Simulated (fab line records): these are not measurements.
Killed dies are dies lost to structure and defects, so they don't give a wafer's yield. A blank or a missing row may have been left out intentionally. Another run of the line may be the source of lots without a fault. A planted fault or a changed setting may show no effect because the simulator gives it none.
What tool caused it? / flow n5-finfet / 9 lots with 27 wafers sampled at 5 steps, on a route of 1938 steps

WHAT EACH GAUGE READ, for each wafer
N5_BEOL_M4_RC_MEAS_101.
lot=L480; measured=day 8 07:23; on=prober-01; DIBL_N (mV/V)=37.0 35.9 36.4
lot=L482; measured=day 8 14:43; on=prober-01; DIBL_N (mV/V)=36.4 38.2 37.6
lot=L483; measured=day 8 14:51; on=prober-02; DIBL_N (mV/V)=37.3 33.8 35.5
lot=L484; measured=day 9 10:17; on=prober-01; DIBL_N (mV/V)=37.3 36.6 37.0
lot=L488; measured=day 10 07:21; on=prober-01; DIBL_N (mV/V)=34.9 35.6 33.3
lot=L489; measured=day 10 09:15; on=prober-01; DIBL_N (mV/V)=35.8 35.6 34.2
lot=L497; measured=day 12 03:55; on=prober-01; DIBL_N (mV/V)=37.3 36.3 37.3
lot=L498; measured=day 13 00:05; on=prober-02; DIBL_N (mV/V)=33.4 35.3 34.3
lot=L501; measured=day 13 10:06; on=prober-01; DIBL_N (mV/V)=33.2 36.3 36.8

EACH LOT AND THE TOOL THAT RAN IT (in order: tool; ch and the chambers of the sampled wafers; start)
lot=L480; N5_BEOL_M2_ETCH_69=rie-diel-03 ch 0,1, day 7 03:43; N5_BEOL_M2_TRENCH_ETCH_37=rie-diel-03 ch 2,3, day 7 07:14; N5_BEOL_M2_DEGAS_44=pvd-sputter-03, day 7 07:54; N5_BEOL_M2_SURFACE_TREAT_85=pvd-sputter-02, day 7 08:16
lot=L482; N5_BEOL_M2_ETCH_69=rie-diel-01 ch 0,2,3, day 7 06:05; N5_BEOL_M2_TRENCH_ETCH_37=rie-diel-06 ch 0,1,3, day 7 07:22; N5_BEOL_M2_DEGAS_44=pvd-sputter-03, day 7 07:59; N5_BEOL_M2_SURFACE_TREAT_85=pvd-sputter-03, day 7 08:28
lot=L483; N5_BEOL_M2_ETCH_69=rie-diel-01 ch 0,2,3, day 7 12:32; N5_BEOL_M2_TRENCH_ETCH_37=rie-diel-01 ch 0,2,3, day 7 16:39; N5_BEOL_M2_DEGAS_44=pvd-sputter-02, day 7 17:25; N5_BEOL_M2_SURFACE_TREAT_85=pvd-sputter-02, day 7 17:46
lot=L484; N5_BEOL_M2_ETCH_69=rie-diel-01 ch 1,2,3, day 8 06:02; N5_BEOL_M2_TRENCH_ETCH_37=rie-diel-03 ch 1,2,3, day 8 07:56; N5_BEOL_M2_DEGAS_44=pvd-sputter-03, day 8 08:17; N5_BEOL_M2_SURFACE_TREAT_85=pvd-sputter-01, day 8 08:39
lot=L488; N5_BEOL_M2_ETCH_69=rie-diel-01 ch 0,3, day 9 01:33; N5_BEOL_M2_TRENCH_ETCH_37=rie-diel-03 ch 1,2, day 9 06:20; N5_BEOL_M2_DEGAS_44=pvd-sputter-03, day 9 06:46; N5_BEOL_M2_SURFACE_TREAT_85=pvd-sputter-03, day 9 07:06
lot=L489; N5_BEOL_M2_ETCH_69=rie-diel-01 ch 0,2,3, day 9 08:35; N5_BEOL_M2_TRENCH_ETCH_37=rie-diel-03 ch 0,1,2, day 9 09:02; N5_BEOL_M2_DEGAS_44=pvd-sputter-01, day 9 09:30; N5_BEOL_M2_SURFACE_TREAT_85=pvd-sputter-01, day 9 09:50
lot=L497; N5_BEOL_M2_ETCH_69=rie-diel-03 ch 1,2,3, day 11 05:08; N5_BEOL_M2_TRENCH_ETCH_37=rie-diel-01 ch 1,2,3, day 11 06:46; N5_BEOL_M2_DEGAS_44=pvd-sputter-02, day 11 07:17; N5_BEOL_M2_SURFACE_TREAT_85=pvd-sputter-01, day 11 07:45
lot=L498; N5_BEOL_M2_ETCH_69=rie-diel-01 ch 1,2,3, day 11 14:20; N5_BEOL_M2_TRENCH_ETCH_37=rie-diel-06 ch 0,2, day 11 15:17; N5_BEOL_M2_DEGAS_44=pvd-sputter-02, day 11 16:01; N5_BEOL_M2_SURFACE_TREAT_85=pvd-sputter-02, day 11 16:39
lot=L501; N5_BEOL_M2_ETCH_69=rie-diel-06 ch 0,3, day 12 04:51; N5_BEOL_M2_TRENCH_ETCH_37=rie-diel-03 ch 1,3, day 12 08:59; N5_BEOL_M2_DEGAS_44=pvd-sputter-03, day 12 09:46; N5_BEOL_M2_SURFACE_TREAT_85=pvd-sputter-02, day 12 10:09
- N5_BEOL_M2_ETCH_69: etches SiARC in CF4, target depth 15.6 nm, time 26 s.
- N5_BEOL_M2_TRENCH_ETCH_37: etches SiOC in C4F6/O2, target depth 55.555 nm, time 29.2 s.
- N5_BEOL_M2_DEGAS_44: time 60 s.
- N5_BEOL_M2_SURFACE_TREAT_85

THE ANSWER, worked out from the rows above alone
Rule: the usual values come from the lots themselves. Put in order of their means at a reading, lots are off if they are a third of the lots or fewer, leave a main group of 4 or more, and stand apart from it by a gap of 3 or more times the standard deviation of the main group's means; of several such gaps the widest counts. A main group is skipped when, at the precision printed for the reading in the tables above, its means are all equal. A lot without any number at a reading at which 4 lots or more have one is off too. All remaining lots with rows at the step are treated as sound.
Nothing can be told from this: no lot is off at any reading shown.

WHAT HAD BEEN PUT IN BY THE SIMULATOR
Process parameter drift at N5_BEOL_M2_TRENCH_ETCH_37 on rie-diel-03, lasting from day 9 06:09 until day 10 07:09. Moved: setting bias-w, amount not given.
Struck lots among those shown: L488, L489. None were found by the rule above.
